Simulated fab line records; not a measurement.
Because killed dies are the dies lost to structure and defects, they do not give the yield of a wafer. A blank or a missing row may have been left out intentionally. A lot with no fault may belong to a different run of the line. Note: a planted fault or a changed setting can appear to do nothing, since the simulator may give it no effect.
fab line records ; flow n5Finfet
[record] lots = 3; wafers = 9; lastDay = 15
route steps=1938 shown BEOL_M4@1021 PASSIVATION@1936
lots untouched by any fault: they come from a run of this same line in which no faults occurred
startH: hours from the record's first day to the start of the lot's first wafer shown ; waitH: hours from the lot's prior step to this one ; " repeats the value in the row above ; L1.1+2: several wafers, shown together as one row ; - no value present, or no start provided ; * or withheld: withheld ; < > ~ a bound
route shown NAME@n: NAME is a module with steps in the file, n the number in the route of the first one ; usual: mean/standard deviation taken from wafers without a fault ; same: alike in all rows ; chamber/n: place in a boat ; sites: each site's reading ; _std_site: standard deviation across them ; _edge_site: mean of outer sites minus mean of inner sites ; radiusMm: how far each site lies from the wafer's centre ; mask NAME#n: copy n ; behind: the most recent tool/chamber to have shaped the wafer ; hold: why the lot was held/for how many hours/how that ended ; device: names the non-switching transistor (n, p or np) ; end of line: the route-end tests of the same wafers ; for a step that has no rows: nothing shown but its recipe ; killed: the dies lost at the first sort to structure and to defects; this is not the yield of the wafer ; map: a wafer's dies, marking killed ones x, the rest . and places with no die _
set.NAME: the setting that was run; set.NAME@STEP: the one run at that earlier step ; model.NAME: the simulator's own value behind a step, which no gauge read
certain route steps with their lots: each step a table, each wafer a row
services: from which hour (startH, from the record's first day; less than 0 if before it) a tool's chamber was out of use, for how many hours, and why
[[steps]]
[step N5_BEOL_M4_ILD_DEP_00]
[recipe] material = SiOC; targetThkA = 790; tempC = 350; precursor = DEMS/O2; pressureTorr = 5; rfW = 500; timeS = 15.3
[step N5_BEOL_M4_PECVD_72]
[recipe] material = SiO2; targetThkA = 160; tempC = 400; precursor = TEOS/O2; pressureTorr = 5.5; rfW = 450; teosFlowSccm = 53.8; gas = O2; flowSccm = 3000; timeS = 18
[step N5_BEOL_M4_HM_DEP_02]
[recipe] material = TiN; targetThkA = 200; tempC = 25; chamberPressurePa = 0.49996
[step N5_BEOL_M4_COAT_61]
[recipe] resist = SOC; tempC = 250; timeS = 60; spinRpm = 1500; resistThkNm = 60
[step N5_BEOL_M4_COAT_62]
[recipe] resist = SiARC; tempC = 220; timeS = 60; spinRpm = 1500; resistThkNm = 12
[step N5_BEOL_M4_COAT_73]
[recipe] resist = underlayer; tempC = 205; timeS = 60; spinRpm = 1500; resistThkNm = 5
[step N5_BEOL_M4_COAT_05]
[recipe] resist = CAR-EUV; spinRpm = 1500; resistThkNm = 30
[step N5_BEOL_M4_EBR_07]
[recipe] solvent = PGMEA; ebrWidthMm = 1.5
[step N5_BEOL_M4_SOFTBAKE_06]
[recipe] tempC = 110; timeS = 60; resist = CAR-EUV
[step N5_BEOL_M4_EXPOSE_08]
[recipe] maskId = M4; na = 0.33; sourceShape = dipole; sigmaInner = 0.369; sigmaOuter = 0.767; polarization = unpolarized; doseMj = 41.25
[usual] focusOffsetNm = 0.1/0.6; reticleTempC = 23.00/0.1; stageMsdNm = 0.89/0.034
lot.wafer;tool;chamber;startH;waitH;mask;focusOffsetNm;reticleTempC;stageMsdNm
L170.4;euvScanner-01;0;184.20;-;M4#0;-0.1;23.11;0.93
L170.5;euvScanner-01;0;184.20;-;M4#0;-0.5;23.15;0.93
L170.6;euvScanner-01;0;184.20;-;M4#0;0.1;23.16;0.93
L174.2;euvScanner-01;0;213.76;-;M4#0;0.8;23.17;0.93
L174.4;euvScanner-01;0;213.76;-;M4#0;0.5;22.94;0.93
L174.6;euvScanner-01;0;213.76;-;M4#0;1.1;23.03;0.93
L180.2;euvScanner-01;0;241.41;-;M4#0;0.5;22.91;0.93
L180.4;euvScanner-01;0;241.41;-;M4#0;0.4;23.05;0.92
L180.5;euvScanner-01;0;241.41;-;M4#0;-0.1;22.90;0.93
[step N5_BEOL_M4_PEB_09]
[recipe] pebTempC = 100; pebTimeS = 60; resist = CAR-EUV
[step N5_BEOL_M4_DEVELOP_10]
[recipe] developTimeS = 30; developer = TMAH; resist = CAR-EUV; rinseLiquid = surfactantRinse; dry = airSpin; devTempC = 23
[step N5_BEOL_M4_DESCUM_16]
[recipe] chemistry = O2; timeS = 7; sourcePowerW = 50; biasPowerW = 20; pressureMtorr = 20; rfFrequencyHz = 2.712e+07; tempC = 40; resist = CAR-EUV; o2FlowSccm = 225
[step N5_BEOL_M4_ETCH_74]
[recipe] chemistry = N2/H2; target = underlayer; targetDepthA = 65; maskMaterial = CAR-EUV; timeS = 5.2; ionEnergyEv = 200; pressureMtorr = 30; sourceW = 840; biasW = 150; n2FlowSccm = 200; h2FlowSccm = 200; ends = cleared
[step N5_BEOL_M4_ETCH_63]
[recipe] chemistry = CF4; target = SiARC; targetDepthA = 156; maskMaterial = CAR-EUV; timeS = 26; ionEnergyEv = 80; pressureMtorr = 40; sourceW = 545; biasW = 36; Ar_flow_sccm = 100; cf4FlowSccm = 100; ends = cleared
[step N5_BEOL_M4_ETCH_64]
[recipe] chemistry = N2/H2; target = SOC; targetDepthA = 750; overetchA = 225; maskMaterial = SiARC; tempC = 40; timeS = 121.9; ionEnergyEv = 200; pressureMtorr = 30; sourceW = 840; biasW = 150; n2FlowSccm = 200; h2FlowSccm = 200
[step N5_BEOL_M4_STRIP_65]
[recipe] chemistry = N2/H2; tempC = 40; n2FlowSccm = 200; h2FlowSccm = 200; rfFrequencyHz = 6e+07
[step N5_BEOL_M4_STRIP_75]
[recipe] chemistry = N2/H2; tempC = 40; n2FlowSccm = 200; h2FlowSccm = 200; rfFrequencyHz = 6e+07
[step N5_BEOL_M4_STRIP_66]
[recipe] chemistry = CF4; resist = SiARC; powerW = 300; biasPowerW = 75; pressureMtorr = 50; cf4FlowSccm = 150; rfFrequencyHz = 6e+07
[step N5_BEOL_M4_HM_OPEN_17]
[recipe] chemistry = Cl2/BCl3; targetDepthA = 200; overetchA = 60; target = TiN; maskMaterial = SOC; ionEnergyEv = 150; pressureMtorr = 10; icpW = 1000; biasW = 126; Cl2_flow_sccm = 53.25; bcl3FlowSccm = 21.75; Ar_flow_sccm = 25
[step N5_BEOL_M4_STRIP_19]
[recipe] chemistry = O2; powerW = 400; tempC = 40; pressureMtorr = 30; rfFrequencyHz = 6e+07; biasPowerW = 0; overashFraction = 0.2; o2FlowSccm = 225
[step N5_BEOL_M4_COAT_67]
[recipe] resist = SOC; tempC = 250; timeS = 60; spinRpm = 1500; resistThkNm = 60
[step N5_BEOL_M4_COAT_68]
[recipe] resist = SiARC; tempC = 220; timeS = 60; spinRpm = 1500; resistThkNm = 12
[step N5_BEOL_M4_COAT_76]
[recipe] resist = underlayer; tempC = 205; timeS = 60; spinRpm = 1500; resistThkNm = 5
[step N5_BEOL_M4_COAT_22]
[recipe] resist = CAR-EUV; spinRpm = 1500; resistThkNm = 30
[step N5_BEOL_M4_EBR_24]
[recipe] solvent = PGMEA; ebrWidthMm = 1.5
[step N5_BEOL_M4_SOFTBAKE_23]
[recipe] tempC = 110; timeS = 60; resist = CAR-EUV
[step N5_BEOL_M4_EXPOSE_25]
[recipe] maskId = V3; na = 0.33; sourceShape = quasar; sigmaInner = 0.2; sigmaOuter = 0.8; polarization = unpolarized; defocusNm = 5; doseMj = 63
[step N5_BEOL_M4_PEB_26]
[recipe] pebTempC = 100; pebTimeS = 60; resist = CAR-EUV
[step N5_BEOL_M4_DEVELOP_27]
[recipe] developTimeS = 30; developer = TMAH; resist = CAR-EUV; rinseLiquid = surfactantRinse; dry = airSpin; devTempC = 23
[step N5_BEOL_M4_DESCUM_33]
[recipe] chemistry = O2; timeS = 7; sourcePowerW = 50; biasPowerW = 20; pressureMtorr = 20; rfFrequencyHz = 2.712e+07; tempC = 40; resist = CAR-EUV; o2FlowSccm = 225
[step N5_BEOL_M4_ETCH_77]
[recipe] chemistry = N2/H2; target = underlayer; targetDepthA = 65; maskMaterial = CAR-EUV; timeS = 5.2; ionEnergyEv = 200; pressureMtorr = 30; sourceW = 840; biasW = 150; n2FlowSccm = 200; h2FlowSccm = 200; ends = cleared
[step N5_PASSIVATION_PROBE_49]
[usual] defectLimitedYield = 91.5/1.4; killed_at_M0_to_M3 = 33/10; killed_at_M4_up = 13/5; killedAtContacts = 13/5.6; killedAtFrontEnd = 38/12; killedAtOther = 3.9/2.7; killedDies = 100/16; killedOpen = 66/13; killedShort = 32/7.2; sort_bin_5_function = 5.0/0.97; sort_bin_6_memory = 3.2/0.61; sortNPass = 1080/16; sortYieldPct = 91.5/1.4
[same] grossDies = 1180; killedAtBackSide = 0; sort_bin_4_leakage[%] = 0; sort_bin_8_speed[%] = 0
lot.wafer;tool;chamber;startH;waitH;defectLimitedYield[%];killed_at_M0_to_M3;killed_at_M4_up;killedAtContacts;killedAtFrontEnd;killedAtOther;killedDies;killedOpen;killedShort;sort_bin_5_function[%];sort_bin_6_memory[%];sortNPass;sortYieldPct[%]
L170.4;prober-01;-;296.49;0.2;91.3;31;7;26;36;3;103;76;25;5.8;2.7;1077;91.3
L170.5;prober-01;-;296.54;0.2;91.2;37;14;17;34;2;104;63;38;5.3;3.3;1076;91.2
L170.6;prober-01;-;296.59;0.3;91.5;47;11;16;23;3;100;57;41;5.8;2.3;1080;91.5
L180.2;prober-02;-;356.80;0.1;90.0;35;21;8;52;2;118;66;40;5.3;4.1;1062;90.0
L180.4;prober-02;-;356.90;0.2;89.8;48;40;7;20;5;120;66;22;6.3;3.5;1060;89.8
L180.5;prober-02;-;356.95;0.2;84.6;30;99;10;37;6;182;68;22;8.0;6.7;998;84.6
// killed by level:class
L170.4 MOL_CONTACT_COAG:geometricParticle:open=19 STI_FIN_REVEAL:geometricParticle:open=13 BEOL_M2:geometricParticle:open=9 MOL_CONTACT_COAG:geometricParticle:short=7 BEOL_M0_SAQP:geometricParticle:short=6 FIN_SAQP:geometricParticle:open=5 BEOL_M0_SAQP:geometricParticle:open=5 DUMMY_GATE:geometricParticle:open=3
L170.5 MOL_CONTACT_COAG:geometricParticle:open=12 STI_FIN_REVEAL:geometricParticle:open=11 BEOL_M0_SAQP:geometricParticle:short=11 BEOL_M0_SAQP:geometricParticle:open=9 BEOL_M2:geometricParticle:open=6 FIN_SAQP:geometricParticle:short=5 MOL_CONTACT_COAG:geometricParticle:short=5 DUMMY_GATE:geometricParticle:open=4
L170.6 BEOL_M0_SAQP:geometricParticle:short=16 MOL_CONTACT_COAG:geometricParticle:open=12 BEOL_M0_SAQP:geometricParticle:open=11 BEOL_M2:geometricParticle:open=10 FIN_SAQP:geometricParticle:open=4 MOL_CONTACT_COAG:geometricParticle:short=4 BEOL_M0:geometricParticle:open=4 STI_FIN_REVEAL:geometricParticle:open=3
L180.2 FIN_SAQP:geometricParticle:short=17 FIN_SAQP:geometricParticle:open=9 MOL_CONTACT_COAG:geometricParticle:open=7 BEOL_M3:geometricParticle:open=7 GATE_CUT:geometricParticle:short=6 BEOL_M0_SAQP:geometricParticle:open=6 BEOL_M1:geometricParticle:open=6 BEOL_M4:geometricParticle:open=6
L180.4 BEOL_M4:areaExpose=31 BEOL_M3:geometricParticle:open=17 BEOL_M1:geometricParticle:open=10 BEOL_M2:geometricParticle:open=8 MOL_CONTACT_COAG:geometricParticle:open=6 BEOL_M4:geometricParticle:open=5 STARTING-WAFER:geometricParticle:short=3 GATE_CUT:geometricParticle:short=3
L180.5 BEOL_M4:areaExpose=92 BEOL_M2:geometricParticle:open=12 MOL_CONTACT_COAG:geometricParticle:open=10 BEOL_M0:geometricParticle:open=6 FIN_SAQP:geometricParticle:short=5 STI_FIN_REVEAL:geometricParticle:open=5 FIN_SAQP:geometricParticle:open=4 ILD0:geometricParticle:open=4
// map L180.5 (x killed, . not)
_________________...........x________________
______________.x.x...xx.x......x_____________
___________...........x.x.x........__________
__________....xx.x...x.x..x..x..x..._________
________.x..x.......x......x.x........_______
_______x........x......x..x.x.x..x..x..______
______.....x..x.....xx.x..............x._____
_____.x....xx.............x.....x.x.x....____
____..........xx......x.....x....x.x...x..___
___......xx....x....x.......x..............__
___...........xx.....xx.x.x....x..........x__
__.x...x.........x.x..x..x.................._
__x.............x.x..........x............x._
_........x.x..........................x......
_..x...........xx...........x................
_x..x....x........xx.x.....x..........x.x....
_....x....x...xx...x........x.............x..
_.x..............x.x.x..x..x.....x....x...x..
_......x...x.............x...xx..........x.x.
_...x...x....x....x...........x...xx........x
_.....x..x.....x.......x.....x...............
__.x.x.........x.................x..x...x..._
__....xx..............x..........x.........._
___..xx....x......x...xx.....x..x.x..x.xxx.__
___.....xx......x..........................__
____...x..........x.....x..x.x.x..........___
_____..................x.........x.....x.____
______.......................x.....x...._____
_______.......x......x..........x......______
________............x...x......x....x._______
__________.x.........x.xx..x...x...._________
___________....x.....x...x........x__________
______________..x..............._____________
_________________............________________
// map L174.4 (x killed, . not)
_________________..x....x....________________
______________.........xx...x..._____________
___________......x.................__________
__________.......x..x....x.........._________
________.........x.......x............_______
_______........xx...........x....x..x..______
______.........x......xx................_____
_____..x.................................____
____......x...x.......................x...___
___.............x.........x............x...__
___....x...x........x..................x...__
__....x......x......x.x...........x.......x._
__.......x.x.....................x.........._
_.........xx.................................
_....x.xx.x....x...x..x.......x..............
_..................x......................x..
_......x...........x.x.........x............x
_.x..x..............x.......................x
_..x....x............xx........x..x....x.....
_......x............x.x..xx..............x...
_x....x.................xx..........x....x...
__....x...............x................x..x._
__........x...x..................x...x......_
___...x...x.....................x........x.__
___........x...x..x...........x.....x...x..__
____...............x..............x......x___
_____.....x.......x.........x....x.......____
______.x.x...x.........................._____
_______............x.x.................______
________.....................x........_______
__________.............x............_________
___________...x....x...xx...x....x.__________
______________...x.............._____________
_________________..x...x.....________________
[[services]]
tool;chamber;startH;hours;kind
euvScanner-01;-;163.74;1.0;pm
euvScanner-01;-;219.89;1.0;pm
[[key]]
[firstSign] step = N5_PASSIVATION_PROBE_49; reading = killed_at_M4_up; direction = up; sigmas = 8; usual = 13; struck = 53; wafersMoved = 2
[effect] step = N5_PASSIVATION_PROBE_49; reading = sort_bin_6_memory; direction = up; sigmas = 2.5; usual = 3.2; struck = 4.7; wafersMoved = 1
[moreKillsBornAt] N5_BEOL_M4_EXPOSE_08@euvScanner-01 = 127
metAt N5_BEOL_M4_EXPOSE_08
struckWafers L180.2,L180.4,L180.5
onsetBetween 213.76 241.41
alsoFits time
[fault] kind = processParameterDrift; tool = euvScanner-01; chamber = -; onsetH = 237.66; steps = N5_BEOL_M4_EXPOSE_08; channel = focusNm; offset = 52.433; spreadByWafer = 0.3; shape = step; endH = 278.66
